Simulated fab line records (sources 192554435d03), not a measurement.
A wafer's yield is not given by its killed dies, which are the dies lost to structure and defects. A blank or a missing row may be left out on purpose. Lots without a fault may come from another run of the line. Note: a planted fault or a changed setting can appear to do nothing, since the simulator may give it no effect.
A lot that was struck, set against a sound lot    flow n5-finfet    15 out of 1938 route steps
Sound: wafers L446.3, L446.4, L446.5. Wafers struck: L453.1, L453.2, L453.3. At the end, the cause is stated.
Per side, at each step with rows, come the tool, then ch with its chambers, and then its first start. Under that, the readings that differ: sound wafers    struck wafers    difference of the means    sigmas: that difference in standard deviations of wafers without a fault.
alike: words and numbers the same on both sides, and readings whose means are apart by under 2 such deviations; not compared: readings that were withheld, readings missing a value for some wafer, numbers with overlapping values and no deviation given by the record, and bounds like >300 which may hide the same value.
A row with sigmas, a row that says differs or no value, or rows on one side alone: a step with any of these is where the two part. Numbers that don't overlap but have no deviation are shown without sigmas and don't part them. A reading that every wafer of one side lacks parts them only if that side has two wafers or more.

first, 1 step without rows for these wafers: N5_MOL_CONTACT_COAG_SRD_139 (time 30 s).
N5_MOL_CONTACT_COAG_CD_MEAS_101: target cd 16 nm.
  struck on cd-sem-02, day 9 01:38; sound on cd-sem-02, day 7 14:19
  alike: cd-nm
next, for these wafers, 1 step has no rows: N5_MOL_CONTACT_COAG_PRE_CLEAN_121.
N5_MOL_CONTACT_COAG_CVD_140: deposits W, target thk 66.5 nm, time 215 s.
  sound on cvd-w-02 ch 0,1, day 7 14:32; struck on cvd-w-01 ch 0,1, day 9 01:46
  alike: heater-power-w
then, 2 steps without rows for these wafers: N5_MOL_CONTACT_COAG_PRECLEAN_127 (cleans in DIW, time 57.5 s); N5_MOL_CONTACT_COAG_SRD_128 (dry time 32 s).
N5_MOL_CONTACT_COAG_CMP_52: polishes, stops on SiO2, t overpolish 1.5 s, target thk 66.5 nm.
  sound on cmp-03 ch 2,3, day 7 14:46; struck on cmp-01 ch 0,2,3, day 9 02:05
  alike: motor-current-A, overpolish-run-s, time-to-endpoint-s
N5_MOL_CONTACT_COAG_THK_MEAS_53:
  struck on film-metro-01, day 9 02:23; sound on film-metro-02, day 7 15:04
  alike: VIA_MOL_THK
N5_MOL_CONTACT_COAG_ANNEAL_112: time 1800 s.
  sound on hp-anneal-01 ch 0, day 7 15:30; struck on hp-anneal-01 ch 0, day 9 02:25
  alike: spike-tc-centre-C, spike-tc-upper-C, wafer_temp_C_max, zone-power-upper-pct
N5_MOL_CONTACT_COAG_INSPECT_97: inspects for defects (darkfield).
  struck on defect-inspect-01, day 9 05:26; sound on defect-inspect-02, day 7 18:35
  alike: raw-defect-count
N5_BEOL_M0_SAQP_PECVD_00: deposits SiCN from 3MS/NH3, target thk 8 nm, time 14 s.
  sound on pecvd-02 ch 0,1, day 7 18:52; struck on pecvd-04 ch 0,1,2, day 9 05:47
  alike: showerhead-plenum-p-Torr, throttle-valve-pct
N5_BEOL_M0_SAQP_ILD_DEP_01: deposits SiOC from DEMS/O2, target thk 45.419 nm, time 8.7 s.
  sound on pecvd-02 ch 0,1, day 7 18:54; struck on pecvd-04 ch 0,1,2, day 9 05:48
  no value came back on the struck wafers for any of 6 readings (chamber-pressure-Torr (Torr), heater-power-outer-w (W) and others); on the sound wafers chamber-pressure-Torr (Torr) reads 5.011 5.002 4.997
N5_BEOL_M0_SAQP_HM_DEP_02: deposits TiN, target thk 12 nm.
  struck on pvd-sputter-03, day 9 07:56; sound on pvd-sputter-01, day 7 20:34
  alike: chamber-pressure-pa, substrate-temp-c, throttle-valve-pct
N5_BEOL_M4_RC_MEAS_101:
  the record has rows for the sound wafers here (prober-02 ch 0, day 11 14:00) and none for the struck ones
-- the record jumps here: 8 days lie between the struck wafers' starts before and after (it left off in module BEOL_M4 and takes up again in module PASSIVATION, whose first step shown is number 1936 of the route) --
N5_PASSIVATION_PROBE_49:
  only the struck wafers here have rows in the record (prober-02, day 17 04:38); the sound ones have none

## WHERE THEY PART
First at N5_BEOL_M0_SAQP_ILD_DEP_01; last, within this record, at N5_PASSIVATION_PROBE_49.

WHY: whatever the simulator had introduced
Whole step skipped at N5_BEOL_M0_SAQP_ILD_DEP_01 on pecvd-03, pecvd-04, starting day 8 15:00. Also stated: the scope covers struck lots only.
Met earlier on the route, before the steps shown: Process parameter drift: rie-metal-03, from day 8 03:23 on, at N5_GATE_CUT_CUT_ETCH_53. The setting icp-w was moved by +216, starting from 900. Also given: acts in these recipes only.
